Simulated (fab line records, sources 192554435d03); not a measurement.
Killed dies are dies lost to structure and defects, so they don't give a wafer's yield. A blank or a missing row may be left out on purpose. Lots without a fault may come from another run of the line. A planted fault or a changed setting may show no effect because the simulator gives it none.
A struck lot beside a sound one | flow n5_finfet | 19 steps out of a route of 1938
Sound: wafers L344.1, L344.3, L344.5. Struck: wafers L357.4, L357.6. The cause comes at the end.
At each step with rows: each side's tool, then ch and its chambers, then its first start. Under that, the readings that differ: sound wafers | struck wafers | difference of the means | sigmas: that difference in standard deviations of wafers without a fault.
alike: readings whose means differ by less than 2 such deviations, and words and numbers that are the same on both sides. not compared: withheld readings, readings that some wafer has no value for, bounds like >300 that may hide the same value, and numbers for which the record gives no deviation and whose values overlap.
The two part at a step that has a row with sigmas, a row that says differs or no value, or rows on one side only. Numbers that don't overlap but have no deviation are shown without sigmas and don't part them. A reading that every wafer of one side lacks parts them only if that side has two wafers or more.

first, 7 steps without rows for these wafers: N5_BEOL_M0_CUTY_COAT_50 (time 60 s, resist thk 15 nm); N5_BEOL_M0_CUTY_COAT_51 (resist thk 150 nm); N5_BEOL_M0_CUTY_EBR_52; N5_BEOL_M0_CUTY_SOFTBAKE_53 (time 60 s); N5_BEOL_M0_CUTY_EXPOSE_54 (exposes mask M0 ABLK); N5_BEOL_M0_CUTY_PEB_55 (peb time 60 s); N5_BEOL_M0_CUTY_DEVELOP_56 (develop time 30 s).
N5_BEOL_M0_CUTY_CD_MEAS_57: target cd 200 nm.
  sound on cd_sem-03 ch 0, day 7 02:25; struck on cd_sem-03 ch 0, day 10 12:58
  reading    | sound             | struck      | difference | sigmas
  cd_nm (nm) | 200.0 198.8 199.0 | 200.8 201.2 | +1.7       | +2
N5_BEOL_M0_CUTY_OVL_MEAS_58:
  sound on overlay-02 ch 0, day 7 02:26; struck on overlay-02 ch 0, day 10 12:59
  alike: M0_ABLK_OVL
N5_BEOL_M0_CUTY_INSPECT_59: inspects for defects (macro).
  sound on defect_inspect-02, day 7 02:28; struck on defect_inspect-02, day 10 13:01
  alike: raw_defect_count
N5_BEOL_M0_CUTY_DESCUM_61: chemistry O2, time 7.9 s.
  sound on rie_diel-03 ch 0,1,2, day 7 02:30; struck on rie_diel-06 ch 0,1, day 10 13:02
  alike: drypump_motor_current_A, oes_product_au, rf_vpp_V, showerhead_plenum_p_Torr, throttle_valve_pct
  not compared: rf_hours_counter_h
N5_BEOL_M0_CUTY_ETCH_62: etches SiARC in CF4, time 58.5 s.
  sound on rie_diel-03 ch 0,1,2, day 7 02:32; struck on rie_diel-06 ch 0,1, day 10 13:05
  alike: drypump_motor_current_A, etch_rf_on_time_s, oes_product_au, rf_vpp_V, showerhead_plenum_p_Torr, throttle_valve_pct
  not compared: rf_hours_counter_h
N5_BEOL_M0_CUTY_ETCH_63: etches SOC in N2/H2, target depth 82.7 nm, overetch 16.5 nm, time 124 s.
  sound on rie_diel-03 ch 0,1,2, day 7 02:35; struck on rie_diel-06 ch 0,1, day 10 13:07
  alike: drypump_motor_current_A, oes_product_au, rf_vpp_V, showerhead_plenum_p_Torr, throttle_valve_pct
  not compared: rf_hours_counter_h, model.SiO2_of_BEOL_M0_SAQP_SPACER2_ALD_26.thk_nm
then, 1 step without rows for these wafers: N5_BEOL_M0_CUTY_STRIP_64 (strips in N2/H2).
N5_BEOL_M0_ETCH_138: etches SiCN in CH3F/O2, target depth 12 nm, time 31.6 s.
  sound on rie_diel-03 ch 0,1,2, day 7 02:43; struck on rie_diel-06 ch 0,1, day 10 13:15
  alike: drypump_motor_current_A, etch_rf_on_time_s, oes_product_au, rf_vpp_V, showerhead_plenum_p_Torr, throttle_valve_pct
  not compared: rf_hours_counter_h
N5_BEOL_M0_HM_OPEN_105: chemistry Cl2/BCl3, target TiN, target depth 12 nm.
  sound on rie_metal-03 ch 0,1, day 7 04:16; struck on rie_metal-01 ch 0, day 10 14:11
  alike: drypump_motor_current_A, oes_product_au, throttle_valve_pct
  not compared: rf_hours_counter_h, model.SiO2_of_BEOL_M0_SAQP_SPACER2_ALD_26.thk_nm
N5_BEOL_M0_STRIP_140: strips in CF4.
  sound on rie_diel-03 ch 0,1,2, day 7 04:26; struck on rie_diel-02 ch 0, day 10 14:18
  reading                         | sound          | struck    | difference | sigmas
  showerhead_plenum_p_Torr (Torr) | 1.84 1.85 1.74 | 1.72 1.72 | -0.09      | -2
  alike: drypump_motor_current_A, oes_product_au, rf_vpp_V, throttle_valve_pct
  not compared: rf_hours_counter_h
-- the record jumps here: 2 days lie between the struck wafers' starts before and after (it left off in module BEOL_M0 and takes up again in module BEOL_M4, whose first step shown is number 1111 of the route) --
N5_BEOL_M4_RC_MEAS_101:
  sound on prober-02 ch 0, day 8 23:14; struck on prober-01 ch 0, day 12 16:37
  reading       | sound          | struck    | difference | sigmas
  SS_N (mV/dec) | 71.8 69.8 71.0 | 72.6 72.1 | +1.5       | +2
  alike: DIBL_N, DIBL_P, IOFF_N, IOFF_P, ION_N, ION_P, SS_P, VT_N, VT_P
N5_PASSIVATION_PROBE_49:
  the record has rows for the sound wafers here (prober-01, day 13 09:14) and none for the struck ones

WHERE THEY PART
First at N5_BEOL_M0_CUTY_CD_MEAS_57; last, within this record, at N5_PASSIVATION_PROBE_49.

WHY: what the simulator had put in
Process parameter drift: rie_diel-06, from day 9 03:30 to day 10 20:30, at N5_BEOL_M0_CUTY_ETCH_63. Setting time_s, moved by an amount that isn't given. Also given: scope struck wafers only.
